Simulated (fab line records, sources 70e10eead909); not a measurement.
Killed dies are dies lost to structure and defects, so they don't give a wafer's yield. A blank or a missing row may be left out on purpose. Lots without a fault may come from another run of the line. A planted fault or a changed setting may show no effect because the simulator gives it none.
Chamber matching | flow nand_harc | NHARC_A_DECK1_JOINT_ETCHBACK_07 on rie_si-05: 4 sister chambers
The step etches the open film in HBr, target depth 105 nm, time 26.9 s. 8 wafers are shown with their chamber, then 8 later ones without.

WAFERS WITH THEIR CHAMBER
wafer  | chamber | oes_product_au (a.u.) | throttle_valve_pct (%)
L082.2 | 2       | 0.993                 | 23.251
L082.4 | 3       | 0.998                 | 23.261
L082.5 | 3       | 0.996                 | 23.270
L084.3 | 2       | 0.989                 | 23.257
L084.5 | 1       | 0.984                 | 23.274
L086.5 | 0       | 1.012                 | 23.258
L086.6 | 1       | 0.987                 | 23.264
L089.1 | 0       | 1.010                 | 23.273

WAFERS WITHOUT THEIR CHAMBER
wafer  | oes_product_au (a.u.) | throttle_valve_pct (%)
L089.4 | 1.003                 | 23.262
L089.5 | 0.991                 | 23.256
L092.1 | 0.997                 | 23.265
L092.2 | 1.012                 | 23.272
L092.5 | 0.996                 | 23.273
L092.3 | 1.005                 | 23.272
L092.4 | 1.027                 | 23.267
L092.6 | 0.998                 | 23.270

WHICH CHAMBER EACH WENT THROUGH
wafer  | from the rows above     | in truth
L089.4 | can't be placed: 3 or 0 | 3
L089.5 | 2                       | 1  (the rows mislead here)
L092.1 | 3                       | 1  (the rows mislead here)
L092.2 | 0                       | 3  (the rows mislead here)
L092.5 | 3                       | 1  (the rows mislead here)
L092.3 | can't be placed: 0 or 3 | 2
L092.4 | 0                       | 0
L092.6 | 3                       | 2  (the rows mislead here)
Placed correctly: 1 of 8. Can't be placed from these rows: 2 (the true chamber is among the candidates in 1). Placed wrongly: 5.
How it was worked out, from the rows above alone: a wafer's distance from a chamber is the root of the sum, over the readings, of the square of ((its reading less the chamber's mean) divided by the reading's scatter). The wafer belongs to the nearest chamber; if the next one is less than 2 further off, it can't be placed. A chamber's mean is the mean of its shown wafers. The scatter: the root of (the sum of the squares of (reading less its chamber's mean) over the shown wafers, divided by (wafers less chambers)).
